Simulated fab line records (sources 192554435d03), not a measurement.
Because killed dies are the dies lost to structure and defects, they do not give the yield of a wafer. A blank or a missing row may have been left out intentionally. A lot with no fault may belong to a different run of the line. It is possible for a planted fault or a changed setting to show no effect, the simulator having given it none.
Matching of chambers | flow n5_finfet | rie_diel-04 running N5_FIN_SAQP_ETCH_67: 4 sister chambers
The step etches SiNx in CH3F/O2, target depth 30 nm. 4 wafers are shown with their chamber, then 9 later ones without.

## WAFERS, EACH WITH ITS CHAMBER
wafer  | chamber | drypump_motor_current_A (A)
L087.2 | 1       | 6.1
L087.5 | 0       | 6.4
L093.2 | 3       | 5.7
L093.5 | 2       | 5.5

## WAFERS WHOSE CHAMBER IS MISSING
wafer  | drypump_motor_current_A (A)
L094.1 | 6.1
L094.2 | 5.7
L094.6 | 5.5
L095.1 | 5.5
L095.3 | 5.6
L095.5 | 5.5
L096.1 | 6.1
L096.2 | 5.6
L096.3 | 6.4

## EACH ONE'S CHAMBER
wafer  | from the rows above     | in truth
L094.1 | 1                       | 1
L094.2 | 3                       | 3
L094.6 | 2                       | 2
L095.1 | 2                       | 2
L095.3 | can't be placed: 2 or 3 | 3
L095.5 | 2                       | 2
L096.1 | 1                       | 1
L096.2 | can't be placed: 2 or 3 | 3
L096.3 | 0                       | 0
Correct placement for 7 of the 9. Unplaceable from these rows: 2, with the true chamber sitting among the candidates in 2. Wrongly placed: 0.
How it was worked out, from the rows above alone: a wafer's distance from a chamber is the root of the sum, over the readings, of the square of ((its reading less the chamber's mean) divided by the reading's scatter). If the next closest chamber is less than 2 further off than the closest, the wafer can't be placed; otherwise it belongs to the closest. Each chamber's mean is taken over the wafers shown for it. The scatter: with one shown wafer a chamber, the root of the mean of the squares of how far each hidden wafer lies from its nearest shown one.
